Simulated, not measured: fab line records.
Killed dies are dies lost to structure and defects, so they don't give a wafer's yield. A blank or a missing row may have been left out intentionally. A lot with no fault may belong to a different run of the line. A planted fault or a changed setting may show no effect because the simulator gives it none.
Which tool did it? -- flow nand harc -- 15 lots, 45 wafers sampled, at 3 steps of a route of 1159

WHAT THE GAUGES SHOWED, per wafer
NHARC_A_M0_INSPECT_27. Usual: 417 for raw defect count, sd 91.
lot,measured,on,raw defect count,flag
L155,day 18 02:59,defect inspect-02,548 477 418,
L156,day 18 03:38,defect inspect-02,351 410 361,
L159,day 18 15:18,defect inspect-02,388 385 398,
L158,day 19 00:33,defect inspect-01,346 359 290,
L161,day 19 05:07,defect inspect-01,379 367 289,
L162,day 19 06:28,defect inspect-01,362 282 277,
L160,day 19 09:51,defect inspect-01,487 476 482,
L165,day 20 07:40,defect inspect-01,347 437 330,
L167,day 20 14:23,defect inspect-02,541 449 521,
L168,day 20 22:05,defect inspect-02,477 446 318,
L169,day 20 22:55,defect inspect-01,475 325 380,
L170,day 21 16:28,defect inspect-01,449 339 314,
L172,day 22 06:20,defect inspect-02,357 482 415,
L175,day 22 19:47,defect inspect-02,345 450 498,
L177,day 22 21:02,defect inspect-01,430 440 414,

NHARC_A_M1_OVL_MEAS_10: pitch 240 nm. Usual: overlay x nm -0.1 nm, standard deviation 0.81; overlay y nm 0.1 nm, standard deviation 0.71.
lot,measured,on,overlay x nm (nm),overlay y nm (nm),flag
L155,day 18 04:28,overlay-01,-1.0 -0.4 -1.2,-0.5 0.1 -0.3,
L156,day 18 05:07,overlay-01,-0.1 -0.2 0.1,-0.2 0.0 0.2,
L159,day 18 16:46,overlay-01,1.0 0.9 1.4,0.5 0.8 1.1,
L158,day 19 01:56,overlay-01,0.8 0.8 0.9,0.6 1.0 0.3,
L161,day 19 06:43,overlay-01,-1.0 -1.5 -1.4,-0.4 -0.5 0.1,
L162,day 19 07:56,overlay-01,-0.2 -0.2 -0.2,1.7 1.4 1.8,
L160,day 19 11:16,overlay-02,-0.5 -0.4 -0.9,0.4 0.1 0.8,
L165,day 20 09:01,overlay-01,0.0 0.1 -0.1,-0.6 0.5 0.1,
L167,day 20 16:26,overlay-02,-0.6 -0.2 0.0,-0.3 0.4 0.3,
L168,day 20 23:34,overlay-02,2.1 1.6 1.8,0.7 0.3 0.6,
L169,day 21 00:23,overlay-02,-0.9 -1.2 -0.5,-0.4 -1.0 -1.2,
L170,day 21 17:52,overlay-01,-1.0 -0.8 -0.5,-1.5 -1.3 -1.7,
L172,day 22 07:47,overlay-01,-0.3 -1.0 -0.3,0.3 0.1 -0.7,
L175,day 22 21:16,overlay-02,1.0 0.4 0.4,0.4 0.7 0.4,
L177,day 22 23:18,overlay-01,-1.0 -1.3 -1.6,1.1 0.9 0.7,

NHARC_A_M1_CD_MEAS_16. Usual: 119.7 nm for cd nm, sd 0.66.
lot,measured,on,cd nm (nm),flag
L155,day 18 04:53,cd sem-01,120.5 120.1 120.1,
L156,day 18 05:32,cd sem-03,120.4 120.7 120.2,
L159,day 18 17:11,cd sem-02,119.8 119.2 119.5,
L158,day 19 02:20,cd sem-01,121.2 120.6 120.1,
L161,day 19 07:08,cd sem-03,120.4 121.0 120.8,
L162,day 19 08:20,cd sem-03,119.2 120.0 119.1,
L160,day 19 11:40,cd sem-02,119.8 118.7 119.0,
L165,day 20 09:25,cd sem-02,120.0 120.1 119.9,
L167,day 20 16:51,cd sem-03,118.7 119.5 119.0,
L168,day 20 23:59,cd sem-01,120.8 120.0 120.0,
L169,day 21 00:47,cd sem-02,119.7 119.7 119.7,
L170,day 21 18:16,cd sem-01,119.6 119.0 120.9,
L172,day 22 08:11,cd sem-01,117.9 118.8 118.4,
L175,day 22 21:40,cd sem-03,119.6 119.2 119.8,
L177,day 22 23:43,cd sem-02,120.0 120.4 119.2,

TOOL THAT RAN EACH LOT (tool first, then ch and the chambers of the sampled wafers, then the start)
Before these readings, the record contains no process step.

AS READ BY THE TOOLS THEMSELVES (means over the sampled wafers that have a number; for cases with no such wafer, the mark the record gives instead)
The record holds no such reading with a usual standard deviation.

THE ANSWER, worked out from the rows above alone
Rule: take the mean of a lot's wafers that have a number; if it is more than 3 standard deviations from the usual mean, the lot is off. A lot without any number at a reading at which 4 lots or more have one is off too. Any other lot the step has rows for is counted as sound. After the gauges, taken in route order, come the tools' own readings; for these a lot's mean is taken, as printed above. The first step at which some lot is off is used, and at that step the reading that is off furthest; a lot without a number counts as furthest.
Nothing can be told from this: no lot is off at any reading shown.

WHAT THE SIMULATOR HAD INSERTED
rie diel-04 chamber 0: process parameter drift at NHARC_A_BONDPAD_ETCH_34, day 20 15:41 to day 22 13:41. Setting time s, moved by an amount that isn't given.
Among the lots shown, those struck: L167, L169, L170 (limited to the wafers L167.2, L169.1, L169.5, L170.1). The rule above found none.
